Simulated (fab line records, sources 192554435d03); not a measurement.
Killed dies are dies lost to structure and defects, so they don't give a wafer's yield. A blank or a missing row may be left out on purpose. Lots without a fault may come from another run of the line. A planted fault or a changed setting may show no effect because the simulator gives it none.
A struck lot beside a sound one | flow n5_finfet | 15 steps out of a route of 1938
Sound: wafers L473.1, L473.3, L473.4. Struck: wafer L478.4. (L478.1, L478.3 of the same lot were not struck and are left out.) The cause comes at the end.
At each step with rows: each side's tool, then ch and its chambers, then its first start. Under that, the readings that differ: sound wafers | struck wafers | difference of the means | sigmas: that difference in standard deviations of wafers without a fault.
alike: readings whose means differ by less than 2 such deviations, and words and numbers that are the same on both sides. not compared: withheld readings, readings that some wafer has no value for, bounds like >300 that may hide the same value, and numbers for which the record gives no deviation and whose values overlap.
The two part at a step that has a row with sigmas, a row that says differs or no value, or rows on one side only. Numbers that don't overlap but have no deviation are shown without sigmas and don't part them. A reading that every wafer of one side lacks parts them only if that side has two wafers or more.

first, 7 steps without rows for these wafers: N5_BEOL_M10_COAT_64 (time 60 s, resist thk 30 nm); N5_BEOL_M10_COAT_22 (resist thk 90 nm); N5_BEOL_M10_EBR_24; N5_BEOL_M10_SOFTBAKE_23 (time 60 s); N5_BEOL_M10_EXPOSE_25 (exposes mask V9); N5_BEOL_M10_PEB_26 (peb time 60 s); N5_BEOL_M10_DEVELOP_27 (develop time 30 s).
N5_BEOL_M10_CD_MEAS_28: target cd 70 nm.
  sound on cd_sem-01 ch 0, day 11 21:38; struck on cd_sem-01 ch 0, day 13 03:43
  alike: cd_nm
N5_BEOL_M10_OVL_MEAS_29:
  sound on overlay-01 ch 0, day 11 21:40; struck on overlay-01 ch 0, day 13 03:45
  alike: V9_OVL
N5_BEOL_M10_INSPECT_30: inspects for defects (brightfield).
  sound on defect_inspect-02, day 11 21:41; struck on defect_inspect-01, day 13 03:46
  reading          | sound       | struck | difference | sigmas
  raw_defect_count | 329 408 421 | 642    | +256       | +3
N5_BEOL_M10_DESCUM_33: chemistry O2, time 7.9 s.
  sound on rie_diel-01 ch 0,1,3, day 11 21:56; struck on rie_diel-01 ch 1, day 13 03:49
  alike: drypump_motor_current_A, oes_product_au, rf_vpp_V, showerhead_plenum_p_Torr, throttle_valve_pct
  not compared: rf_hours_counter_h
N5_BEOL_M10_ETCH_65: etches SiARC in CF4, target depth 39 nm, time 65 s.
  sound on rie_diel-01 ch 0,1,3, day 11 21:58; struck on rie_diel-01 ch 1, day 13 03:50
  alike: drypump_motor_current_A, etch_rf_on_time_s, oes_product_au, rf_vpp_V, showerhead_plenum_p_Torr, throttle_valve_pct
  not compared: rf_hours_counter_h
N5_BEOL_M10_ETCH_66: etches SOC in N2/H2, target depth 120 nm, overetch 24 nm, time 180 s.
  sound on rie_diel-01 ch 0,1,3, day 11 22:01; struck on rie_diel-01 ch 1, day 13 03:53
  reading                                     | sound             | struck | difference | sigmas
  run_length_s (s)                            | 203.5 204.0 204.5 | 192.9  | -11.1      | -27
  model.SiARC_of_BEOL_M10_COAT_64.thk_nm (nm) | 22.6 23 22.6      | 23.2   | +0.5       |
  alike: drypump_motor_current_A, oes_product_au, rf_vpp_V, showerhead_plenum_p_Torr, throttle_valve_pct
  not compared: rf_hours_counter_h
then, 1 step without rows for these wafers: N5_BEOL_M10_STRIP_69 (strips in N2/H2).
-- the record jumps here: 2 days lie between the struck wafers' starts before and after (it left off in module BEOL_M10 and takes up again in module PASSIVATION, whose first step shown is number 1936 of the route) --
N5_PASSIVATION_PROBE_49:
  sound on prober-02, day 14 00:35; struck on prober-01, day 15 07:34
  alike: defect_limited_yield, killed_at_M0_to_M3, killed_at_M4_up, killed_at_contacts, killed_at_front_end, killed_at_other, killed_dies, killed_on_rim, killed_open, killed_short, sort_bin_5_function, sort_bin_6_memory, sort_n_pass, sort_yield_pct

WHERE THEY PART
First at N5_BEOL_M10_INSPECT_30; last, within this record, at N5_BEOL_M10_ETCH_66. Later steps at which nothing parts them and some readings are alike: N5_PASSIVATION_PROBE_49.

WHY: what the simulator had put in
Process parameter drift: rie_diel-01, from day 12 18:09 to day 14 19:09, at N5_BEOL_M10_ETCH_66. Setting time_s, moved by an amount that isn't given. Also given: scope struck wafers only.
